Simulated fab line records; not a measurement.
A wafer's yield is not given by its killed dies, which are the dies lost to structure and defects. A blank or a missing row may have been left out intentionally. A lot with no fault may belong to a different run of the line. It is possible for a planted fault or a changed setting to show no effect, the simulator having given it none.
Chamber matching ; flow n5 finfet ; N5_BEOL_M8_CURE_75 on uv cure-02: 3 sister chambers
The step cures SiCOH lowk, time 120 s. 6 wafers are shown with their chamber, then 9 later ones without.

## EACH WAFER AND ITS CHAMBER
wafer;chamber;wafer_temp_C_max;lamp power pct (%)
L080.3;0;373.1;52.39
L080.6;0;372.7;52.31
L083.5;1;371.0;52.34
L083.6;1;370.8;52.25
L089.3;2;371.2;52.30
L089.4;2;371.4;52.35

## WAFERS WHOSE CHAMBER IS MISSING
wafer;wafer_temp_C_max;lamp power pct (%)
L090.2;372.9;52.30
L090.3;372.9;52.30
L090.4;372.5;52.33
L094.1;372.0;52.35
L094.5;372.6;52.28
L094.6;373.2;52.31
L097.1;371.1;52.36
L097.2;371.7;52.28
L097.3;371.0;52.31

## THE CHAMBER EACH PASSED THROUGH
wafer;from the rows above;in truth
L090.2;0;0
L090.3;0;0
L090.4;0;0
L094.1;can't be placed: 2 or 0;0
L094.5;0;0
L094.6;0;0
L097.1;can't be placed: 2 or 1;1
L097.2;can't be placed: 2 or 1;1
L097.3;can't be placed: 1 or 2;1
Correct placement for 5 of the 9. Can't be placed from these rows: 4 (the true chamber is among the candidates in 4). 0 placed wrongly.
How it was worked out, from the rows above alone: a wafer's distance from a chamber is the root of the sum, over the readings, of the square of ((its reading less the chamber's mean) divided by the reading's scatter). The wafer belongs to the nearest chamber; if the next one is less than 2 further off, it can't be placed. Each chamber's mean is taken over the wafers shown for it. The scatter: the root of (the sum of the squares of (reading less its chamber's mean) over the shown wafers, divided by (wafers less chambers)).
